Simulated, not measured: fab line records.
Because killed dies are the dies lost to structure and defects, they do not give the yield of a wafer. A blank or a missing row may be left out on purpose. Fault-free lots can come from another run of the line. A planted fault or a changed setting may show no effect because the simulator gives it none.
The tool behind it: which one? :: flow n5_finfet :: 12 lots, 34 wafers sampled, at 3 steps of a route of 1938

## WHAT THE GAUGES READ, wafer by wafer
N5_BEOL_M14_INSPECT_55: inspects for defects (darkfield).
lot: L407
measured: day 11 13:53
on: defect_inspect-01
raw_defect_count: 89 100 56

lot: L408
measured: day 11 16:35
on: defect_inspect-02
raw_defect_count: 229 68 101

lot: L411
measured: day 12 07:11
on: defect_inspect-02
raw_defect_count: 85 59

lot: L417
measured: day 13 11:56
on: defect_inspect-01
raw_defect_count: 58 52 70

lot: L418
measured: day 13 19:21
on: defect_inspect-01
raw_defect_count: 93 76 101

lot: L420
measured: day 14 10:17
on: defect_inspect-02
raw_defect_count: 127 87 93

lot: L422
measured: day 15 12:25
on: defect_inspect-01
raw_defect_count: 101 76 90

lot: L423
measured: day 15 12:37
on: defect_inspect-01
raw_defect_count: 57 47 87

lot: L424
measured: day 15 23:23
on: defect_inspect-02
raw_defect_count: 73 74 49

lot: L427
measured: day 16 03:23
on: defect_inspect-02
raw_defect_count: 44 21 40

lot: L428
measured: day 16 19:43
on: defect_inspect-01
raw_defect_count: 26 36 46

lot: L429
measured: day 17 05:47
on: defect_inspect-01
raw_defect_count: 61 52

N5_BEOL_M15_CD_MEAS_10: the cd target is 360 nm.
lot: L407
measured: day 11 14:29
on: cd_sem-03
cd_nm (nm): 360.5 362.9 359.0

lot: L408
measured: day 11 17:19
on: cd_sem-03
cd_nm (nm): 359.9 360.1 361.9

lot: L411
measured: day 12 07:46
on: cd_sem-03
cd_nm (nm): 361.6 363.9

lot: L417
measured: day 13 12:38
on: cd_sem-01
cd_nm (nm): 361.0 362.4 358.9

lot: L418
measured: day 13 20:03
on: cd_sem-03
cd_nm (nm): 361.6 361.3 359.2

lot: L420
measured: day 14 11:00
on: cd_sem-01
cd_nm (nm): 359.2 360.1 359.3

lot: L422
measured: day 15 13:00
on: cd_sem-03
cd_nm (nm): 359.3 361.8 360.9

lot: L423
measured: day 15 13:19
on: cd_sem-02
cd_nm (nm): 363.3 360.8 360.8

lot: L424
measured: day 16 00:05
on: cd_sem-02
cd_nm (nm): 360.5 360.9 359.1

lot: L427
measured: day 16 03:59
on: cd_sem-02
cd_nm (nm): 364.4 360.6 363.3

lot: L428
measured: day 16 20:19
on: cd_sem-01
cd_nm (nm): 359.1 361.4 360.1

lot: L429
measured: day 17 06:31
on: cd_sem-03
cd_nm (nm): 365.2 363.4

## WHAT TOOL EACH LOT RAN ON (gives the tool, then ch and the chambers of the sampled wafers, and finally the start)
lot: L407
N5_BEOL_M14_ANNEAL_48: rtp_anneal-02 ch 0, day 11 13:11

lot: L408
N5_BEOL_M14_ANNEAL_48: rtp_anneal-01 ch 0, day 11 15:56

lot: L411
N5_BEOL_M14_ANNEAL_48: rtp_anneal-01 ch 0, day 12 06:26

lot: L417
N5_BEOL_M14_ANNEAL_48: rtp_anneal-01 ch 0, day 13 11:19

lot: L418
N5_BEOL_M14_ANNEAL_48: rtp_anneal-02 ch 0, day 13 18:35

lot: L420
N5_BEOL_M14_ANNEAL_48: rtp_anneal-02 ch 0, day 14 09:34

lot: L422
N5_BEOL_M14_ANNEAL_48: rtp_anneal-02 ch 0, day 15 11:37

lot: L423
N5_BEOL_M14_ANNEAL_48: rtp_anneal-02 ch 0, day 15 11:50

lot: L424
N5_BEOL_M14_ANNEAL_48: rtp_anneal-02 ch 0, day 15 22:39

lot: L427
N5_BEOL_M14_ANNEAL_48: rtp_anneal-01 ch 0, day 16 02:28

lot: L428
N5_BEOL_M14_ANNEAL_48: rtp_anneal-02 ch 0, day 16 19:00

lot: L429
N5_BEOL_M14_ANNEAL_48: rtp_anneal-01 ch 0, day 17 05:03
- N5_BEOL_M14_ANNEAL_48: time 90 s.

## WHAT THE TOOLS THEMSELVES READ (means of the sampled wafers that have a number; where no wafer has one, the mark that the record gives instead)
N5_BEOL_M14_ANNEAL_48.
lot: L407
tool: rtp_anneal-02
wafer_temp_C_max: 226.09

lot: L408
tool: rtp_anneal-01
wafer_temp_C_max: 225.62

lot: L411
tool: rtp_anneal-01
wafer_temp_C_max: 225.93

lot: L417
tool: rtp_anneal-01
wafer_temp_C_max: 225.83

lot: L418
tool: rtp_anneal-02
wafer_temp_C_max: 225.88

lot: L420
tool: rtp_anneal-02
wafer_temp_C_max: 225.97

lot: L422
tool: rtp_anneal-02
wafer_temp_C_max: 225.99

lot: L423
tool: rtp_anneal-02
wafer_temp_C_max: 226.20

lot: L424
tool: rtp_anneal-02
wafer_temp_C_max: 226.19

lot: L427
tool: rtp_anneal-01
wafer_temp_C_max: 225.64

lot: L428
tool: rtp_anneal-02
wafer_temp_C_max: 226.02

lot: L429
tool: rtp_anneal-01
wafer_temp_C_max: 225.83

## THE ANSWER, worked out from the rows above alone
Rule: the usual values come from the lots themselves. Put in order of their means at a reading, lots are off if they are a third of the lots or fewer, leave a main group of 4 or more, and stand apart from it by a gap of 3 or more times the standard deviation of the main group's means; of several such gaps the widest counts. If all means in a main group match to the digits the tables above print for the reading, that group is not used. Also off: a lot with no number at a reading for which 4 or more lots have one. All remaining lots with rows at the step are treated as sound. The gauges are gone through in route order, then the tools' own readings, and for those a lot's mean is taken as printed above. At the first step where some lot is off, the reading lying furthest off is the one used; lots without a number count as furthest.
Across all readings shown, no lot is off: no conclusion can be drawn from this.

## WHAT THE SIMULATOR HAD PUT IN
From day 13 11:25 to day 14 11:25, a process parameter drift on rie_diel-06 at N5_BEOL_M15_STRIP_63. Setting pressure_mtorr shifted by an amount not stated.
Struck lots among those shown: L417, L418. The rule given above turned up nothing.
